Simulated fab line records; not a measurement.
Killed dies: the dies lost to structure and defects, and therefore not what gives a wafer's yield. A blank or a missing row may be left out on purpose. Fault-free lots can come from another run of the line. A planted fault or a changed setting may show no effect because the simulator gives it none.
A struck lot beside a sound one + flow n5-finfet + 17 out of 1938 route steps
Sound: these wafers, L868.4, L868.5, L868.6. Struck: wafer L877.4. (L877.3 of the same lot was not struck and is left out.) The cause comes at the end.
For every step that has rows: the tool of each side, followed by ch and its chambers, followed by its first start. Under that, the readings that differ: sound wafers + struck wafers + difference of the means + sigmas: that difference in standard deviations of wafers without a fault.
alike: a reading whose means differ by less than 2 such deviations, as well as words and numbers matching on both sides. not compared: withheld readings; readings where some wafer has no value; bounds like >300 that might hide an equal value; numbers whose values overlap and for which the record gives no deviation.
A row with sigmas, a row that says differs or no value, or rows on one side alone: a step with any of these is where the two part. Numbers that have no deviation but don't overlap get no sigmas and don't part them. A reading that every wafer of one side lacks parts them only if that side has two wafers or more.

N5_SD_EPI_N_INSPECT_26: inspects for defects (darkfield).
  struck on defect-inspect-02, day 8 09:49; sound on defect-inspect-02, day 6 01:19
  alike: raw-defect-count
then, 8 steps without rows for these wafers: N5_SD_EPI_P_COAT_34 (time 60 s, resist thk 350 nm); N5_SD_EPI_P_COAT_35 (time 60 s, resist thk 35 nm); N5_SD_EPI_P_COAT_03 (resist thk 150 nm); N5_SD_EPI_P_EBR_05; N5_SD_EPI_P_SOFTBAKE_04 (time 60 s); N5_SD_EPI_P_EXPOSE_06 (exposes mask SD P BLK, target cd 240 nm); N5_SD_EPI_P_PEB_07 (peb time 60 s); N5_SD_EPI_P_DEVELOP_08 (develop time 30 s).
N5_SD_EPI_P_CD_MEAS_09 targets a cd of 240 nm.
  sound on cd-sem-02 ch 0, day 6 01:43; struck on cd-sem-02 ch 0, day 8 10:13
| reading    | sound             | struck | difference | sigmas |
|------------|-------------------|--------|------------|--------|
| cd-nm (nm) | 239.1 238.8 239.3 | 242.0  | +2.9       | +4     |
N5_SD_EPI_P_OVL_MEAS_10:
  sound on overlay-02 ch 0, day 6 01:44; struck on overlay-01 ch 0, day 8 10:15
| reading           | sound         | struck | difference | sigmas |
|-------------------|---------------|--------|------------|--------|
| SD_P_BLK_OVL (nm) | 0.2 -0.6 -0.5 | 1.2    | +1.5       | +2     |
N5_SD_EPI_P_INSPECT_11: inspects for defects (macro).
  struck on defect-inspect-02, day 8 10:17; sound on defect-inspect-02, day 6 01:46
  alike: raw-defect-count
N5_SD_EPI_P_DESCUM_14: chemistry O2, time 7.9 s.
  sound on rie-diel-03 ch 0,1,3, day 6 01:53; struck on rie-diel-04 ch 3, day 8 10:19
  alike: bias-power-w, drypump-motor-current-A, oes-product-au, rf-fwd-power-W, rf-vpp-V, showerhead-plenum-p-Torr, throttle-valve-pct
  not compared: rf-hours-counter-h, model.CAR-ArF-block_of_SD_EPI_P_COAT_03.thk-nm
N5_SD_EPI_P_ETCH_36: etches SiARC in CF4, target depth 45.5 nm, time 75.8 s.
  sound on rie-diel-03 ch 0,1,3, day 6 01:56; struck on rie-diel-04 ch 3, day 8 10:20
  alike: drypump-motor-current-A, etch-rf-on-time-s, oes-product-au, rf-fwd-power-W, rf-vpp-V, showerhead-plenum-p-Torr, throttle-valve-pct
  not compared: rf-hours-counter-h, model.CAR-ArF-block_of_SD_EPI_P_COAT_03.thk-nm
N5_SD_EPI_P_ETCH_37: etches SOC in N2/H2, overetch 108 nm, time 486 s.
  sound on rie-diel-03 ch 0,1,3, day 6 02:07; struck on rie-diel-04 ch 3, day 8 10:24
  alike: drypump-motor-current-A, oes-product-au, rf-fwd-power-W, rf-vpp-V, showerhead-plenum-p-Torr, throttle-valve-pct
  not compared: rf-hours-counter-h
-- the record jumps here: 5 days lie between the struck wafers' starts before and after (it left off in module SD_EPI_P and takes up again in module BEOL_M4, whose first step shown is number 1111 of the route) --
N5_BEOL_M4_RC_MEAS_101:
  sound on prober-02 ch 0, day 10 16:26; struck on prober-02 ch 0, day 13 02:59
  alike: DIBL_N, DIBL_P, IOFF_N, IOFF_P, ION_N, ION_P, SS_N, SS_P, VT_N, VT_P
-- here the record skips 4 days between the struck wafers' starts before and after, leaving off in module BEOL_M4 and picking up in module PASSIVATION (first step shown: number 1936 of the route) --
N5_PASSIVATION_PROBE_49:
  struck on prober-01, day 17 14:57; sound on prober-02, day 14 23:13
  alike: defect-limited-yield, killed_at_M0_to_M3, killed_at_M4_up, killed-at-contacts, killed-at-front-end, killed-at-other, killed-dies, killed-open, killed-short, sort_bin_5_function, sort_bin_6_memory, sort-n-pass, sort-yield-pct

== WHERE THEY PART ==
At N5_SD_EPI_P_CD_MEAS_09 first; at N5_SD_EPI_P_OVL_MEAS_10 last (within this record only). Later steps at which nothing parts them and some readings are alike: N5_SD_EPI_P_INSPECT_11, N5_SD_EPI_P_DESCUM_14, N5_SD_EPI_P_ETCH_36, N5_SD_EPI_P_ETCH_37, N5_BEOL_M4_RC_MEAS_101, N5_PASSIVATION_PROBE_49.

WHY: what had been put in by the simulator
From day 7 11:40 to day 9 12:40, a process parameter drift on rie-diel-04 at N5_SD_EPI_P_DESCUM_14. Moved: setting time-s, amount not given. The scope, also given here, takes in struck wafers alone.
